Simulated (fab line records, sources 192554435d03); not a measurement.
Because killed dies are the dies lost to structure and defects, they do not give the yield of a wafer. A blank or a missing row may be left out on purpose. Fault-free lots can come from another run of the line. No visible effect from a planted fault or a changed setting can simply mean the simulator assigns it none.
Struck lot and sound lot, side by side    flow n5_finfet    15 out of 1938 route steps
Sound: wafers L829.1, L829.3, L829.4. Struck: wafer L834.3; the same lot's L834.5 was not struck, so it is left out; see the end for the cause.
For every step that has rows: the tool of each side, followed by ch and its chambers, followed by its first start. Under that, the readings that differ: sound wafers    struck wafers    difference of the means    sigmas: that difference in standard deviations of wafers without a fault.
alike: words and numbers the same on both sides, and readings whose means are apart by under 2 such deviations; not compared: readings that were withheld, readings missing a value for some wafer, numbers with overlapping values and no deviation given by the record, and bounds like >300 which may hide the same value.
Wherever a step has rows on one side only, a row that says differs or no value, or a row with sigmas, the two part there. Numbers that have no deviation but don't overlap get no sigmas and don't part them. Lack of a reading on every wafer of one side parts them only where that side has two or more wafers.

first, 2 steps without rows for these wafers: N5_FIN_SAQP_HM_OPEN_73 (chemistry CHF3/O2, target SiO2, stops on a-Si, target depth 12 nm, time 16.8 s); N5_FIN_SAQP_STRIP_74 (strips in CHF3/O2).
N5_FIN_SAQP_MANDREL_ETCH_22: etches a-Si in HBr/Cl2, stops on SiNx, target depth 60 nm, bt time 10 s, time 30 s.
  sound on rie_si-06 ch 1,2,3, day 4 06:02; struck on rie_si-06 ch 1, day 5 10:09
  alike: drypump_motor_current_A, oes_product_au, throttle_valve_pct
  not compared: rf_hours_counter_h
then, 3 steps without rows for these wafers: N5_FIN_SAQP_STRIP_55 (strips in N2/H2); N5_FIN_SAQP_STRIP_23 (strips in SPM, time 750 s); N5_FIN_SAQP_SRD_66 (time 30 s).
N5_FIN_SAQP_RECESS_75: chemistry HF/NH3, target SiO2, target depth 14.4 nm, afs cycles 3, sublimation time 60 s.
  sound on vapor_etch-02 ch 0,1, day 4 06:37; struck on vapor_etch-01 ch 0, day 5 10:43
reading                      sound        struck  difference  sigmas
drypump_motor_current_A (A)  5.1 5.1 5.6  6.0     +0.7        +2
then, 2 steps without rows for these wafers: N5_FIN_SAQP_SPACER1_ALD_24 (deposits SiO2, target thk 20.3 nm, pulse time 1 s, purge time 2 s); N5_FIN_SAQP_SPACER1_ETCHBACK_25 (etches SiO2 in CHF3/O2, target depth 24.4 nm, time 12.2 s).
N5_FIN_SAQP_MANDREL1_REMOVE_56: chemistry HBr/Cl2/O2, target a-Si, stops on SiNx, bt time 10 s.
  sound on rie_si-02 ch 0,2,3, day 4 07:48; struck on rie_si-02 ch 1, day 5 11:49
  alike: drypump_motor_current_A, oes_product_au, throttle_valve_pct
  not compared: rf_hours_counter_h
N5_FIN_SAQP_CD_MEAS_27: the cd target is 20 nm.
  sound on cd_sem-02 ch 0, day 4 07:55; struck on cd_sem-02 ch 0, day 5 11:56
  alike: cd_nm
N5_FIN_SAQP_ETCH_57: etches SiNx in CH3F/O2, target depth 32.5 nm, time 46.4 s.
  sound on rie_diel-05 ch 0,1,2, day 4 07:58; struck on rie_diel-01 ch 0, day 5 11:58
reading                 sound        struck  difference  sigmas
rf_hours_counter_h (h)  101 184 155  211     +64         
  alike: drypump_motor_current_A, etch_rf_on_time_s, mfc_ar_sccm, oes_product_au, rf_vpp_V, showerhead_plenum_p_Torr, throttle_valve_pct
N5_FIN_SAQP_ETCH_65: etches SiO2 in CF4, target depth 4 nm, time 4.4 s.
  sound on rie_si-01 ch 0,2,3, day 4 08:04; struck on rie_si-06 ch 1, day 5 12:05
reading                   sound              struck  difference  sigmas
oes_product_au (a.u.)     0.980 1.008 0.990  1.340   +0.347      +29
model.etch.depth_nm (nm)  4.066 4.103 4.074  6.27    +2.19       
  alike: drypump_motor_current_A, throttle_valve_pct
  not compared: rf_hours_counter_h
N5_FIN_SAQP_MANDREL_ETCH_58: etches a-Si in HBr/Cl2, stops on SiNx, target depth 45 nm, bt time 10 s, time 27 s.
  sound on rie_si-01 ch 0,2,3, day 4 08:06; struck on rie_si-06 ch 1, day 5 12:07
  alike: drypump_motor_current_A, oes_product_au, throttle_valve_pct
  not compared: rf_hours_counter_h
N5_PASSIVATION_PROBE_49:
  sound wafers here have rows in the record (prober-02, day 15 11:19); struck ones have none

== WHERE THEY PART ==
First at N5_FIN_SAQP_RECESS_75; last, within this record, at N5_PASSIVATION_PROBE_49.

WHY: whatever the simulator had introduced
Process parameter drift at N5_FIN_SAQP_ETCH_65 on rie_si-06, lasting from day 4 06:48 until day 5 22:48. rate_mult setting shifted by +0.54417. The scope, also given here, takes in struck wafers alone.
